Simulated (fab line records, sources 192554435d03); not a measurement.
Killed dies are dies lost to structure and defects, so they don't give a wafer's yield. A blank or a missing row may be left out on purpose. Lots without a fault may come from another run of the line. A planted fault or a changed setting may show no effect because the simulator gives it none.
Split-lot experiment | flow n5_finfet | 7 lots, 33 wafers read, on a route of 1938 steps

THE SPLIT
At N5_BEOL_M6_ETCH_62 (etches SOC in N2/H2, target depth 110 nm, overetch 22 nm, time 165 s), the setting time_s was moved away from the recipe's 165 s on 9 of the 33 wafers read, by -17.7% to +54.1%. The other wafers ran this setting at the recipe's value.

FROM THE SPLIT TO THE READING: what the file shows between them, 9 steps
- N5_BEOL_M6_STRIP_68: strips in N2/H2
- N5_BEOL_M6_STRIP_67: strips in CF4
- N5_BEOL_M6_HM_OPEN_17: chemistry Cl2/BCl3, target TiN, target depth 20 nm, overetch 6 nm
- N5_BEOL_M6_STRIP_19: strips in O2
- N5_BEOL_M6_CD_MEAS_18: pitch 80 nm, target cd 40 nm
- N5_BEOL_M6_COAT_63: time 60 s, resist thk 60 nm
- N5_BEOL_M6_COAT_64: time 60 s, resist thk 12 nm
- N5_BEOL_M6_PRECLEAN_42: cleans in residue remover, time 60 s
- N5_BEOL_M6_SRD_43: time 30 s

THE READING
cd_nm, in nm, at N5_BEOL_M6_CD_MEAS_35 (target cd 40 nm, target cd y 28 nm). Fault-free wafers of this fab line usually give 40.1 nm, standard deviation 0.48 nm.

wafer  | tool, chamber at the split | time_s as run, s | against the recipe | cd_nm, nm | against lot-mates on the recipe
L077.1 | rie_diel-04, 2             | 165              | recipe             | 39.8      | -
L077.2 | rie_diel-04, 3             | 165              | recipe             | 40.1      | -
L077.3 | rie_diel-04, 1             | 165              | recipe             | 40.5      | -
L077.4 | rie_diel-04, 0             | 165              | recipe             | 40.0      | -
L077.5 | rie_diel-04, 2             | 165              | recipe             | 40.0      | -
L077.6 | rie_diel-04, 1             | 165              | recipe             | 40.1      | -
L079.1 | rie_diel-04, 1             | 241.9            | +46.6%             | 42.1      | +2.4
L079.2 | rie_diel-04, 2             | 165              | recipe             | 39.4      | -
L079.3 | rie_diel-04, 3             | 165              | recipe             | 40.3      | -
L079.4 | rie_diel-04, 0             | 165              | recipe             | 39.5      | -
L079.5 | rie_diel-04, 0             | 241.9            | +46.6%             | 41.3      | +1.6
L079.6 | rie_diel-04, 1             | 241.9            | +46.6%             | 41.5      | +1.8
L082.1 | rie_diel-04, 2             | 165              | recipe             | 40.2      | -
L082.2 | rie_diel-04, 3             | 135.8            | -17.7%             | 39.0      | -1.1
L082.3 | rie_diel-04, 0             | 135.8            | -17.7%             | 40.0      | -0.1
L082.4 | rie_diel-04, 0             | 165              | recipe             | 40.3      | -
L082.5 | rie_diel-04, 3             | 165              | recipe             | 39.8      | -
L082.6 | rie_diel-04, 2             | 135.8            | -17.7%             | 40.0      | -0.1
L084.1 | rie_diel-01, 0             | 165              | recipe             | 40.3      | -
L084.2 | rie_diel-01, 1             | 254.2            | +54.1%             | 42.0      | +1.9
L084.3 | rie_diel-01, 3             | 165              | recipe             | 40.4      | -
L084.4 | rie_diel-01, 0             | 165              | recipe             | 39.6      | -
L084.5 | rie_diel-01, 1             | 254.2            | +54.1%             | 42.2      | +2.1
L084.6 | rie_diel-01, 3             | 254.2            | +54.1%             | 42.2      | +2.1
L090.2 | rie_diel-05, 3             | 165              | recipe             | 40.2      | -
L090.3 | rie_diel-05, 2             | 165              | recipe             | 39.8      | -
L090.4 | rie_diel-05, 0             | 165              | recipe             | 40.0      | -
L095.1 | rie_diel-04, 1             | 165              | recipe             | 40.6      | -
L095.2 | rie_diel-04, 0             | 165              | recipe             | 39.2      | -
L095.5 | rie_diel-04, 0             | 165              | recipe             | 40.1      | -
L097.2 | rie_diel-05, 0             | 165              | recipe             | 40.0      | -
L097.4 | rie_diel-05, 1             | 165              | recipe             | 40.5      | -
L097.6 | rie_diel-05, 0             | 165              | recipe             | 39.6      | -

THE FIT
A straight line over all 33 wafers: cd_nm changes by +0.0357 nm for each +1% of time_s; r = +0.90; the points scatter about the line by 0.38 nm.
The same after taking each lot's own level away (the mean of its wafers on the recipe; 33 wafers): +0.0376 nm for each +1%; r = +0.91; scatter 0.36 nm.
On that fit, the largest move of time_s shifts the reading by 2 nm.
The lots' own levels span 39.73 to 40.10 nm, that is 0.8 times the standard deviation above.
So the lot-to-lot level changes the slope little: the two slopes agree.
Check: with one of the wafers moved furthest among these (+54.1%) left out of the fit, the line predicts +2.1 nm for it against its lot-mates. It came out at +1.9 nm against them.

THE WHOLE CHAIN: every reading that the file lists as answering this split, in the file's order
step                  | what it does                                                         | reading                                                                          | change (the file's fit)                                                            | r (the file's)
N5_BEOL_M6_ETCH_62    | etches SOC in N2/H2, target depth 110 nm, overetch 22 nm, time 165 s | etch.depth_nm (the simulator's own value, which no gauge read)                   | not straight: 55.05 at the lowest setting, 100 at the recipe, 99.96 at the highest | not given
N5_BEOL_M6_ETCH_62    | etches SOC in N2/H2, target depth 110 nm, overetch 22 nm, time 165 s | SiARC_of_BEOL_M6_COAT_60.thk_nm (the simulator's own value, which no gauge read) | -0.0677 nm for each +1% of the setting                                             | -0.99
N5_BEOL_M6_ETCH_62    | etches SOC in N2/H2, target depth 110 nm, overetch 22 nm, time 165 s | BEOL_M6.cd_offset_nm (the simulator's own value, which no gauge read)            | +0.0328 nm for each +1% of the setting                                             | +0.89
N5_BEOL_M6_HM_OPEN_17 | chemistry Cl2/BCl3, target TiN, target depth 20 nm, overetch 6 nm    | BEOL_M6.cd_offset_nm (the simulator's own value, which no gauge read)            | +0.0324 nm for each +1% of the setting                                             | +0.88
N5_BEOL_M6_CD_MEAS_18 | pitch 80 nm, target cd 40 nm                                         | cd_nm                                                                            | +0.0362 nm for each +1% of the setting                                             | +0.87
N5_BEOL_M6_CD_MEAS_35 | target cd 40 nm, target cd y 28 nm                                   | cd_nm                                                                            | +0.0379 nm for each +1% of the setting                                             | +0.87

THE FILE'S OWN FIT
cd_nm changes by +0.0379 nm for each +1% of time_s, r = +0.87.
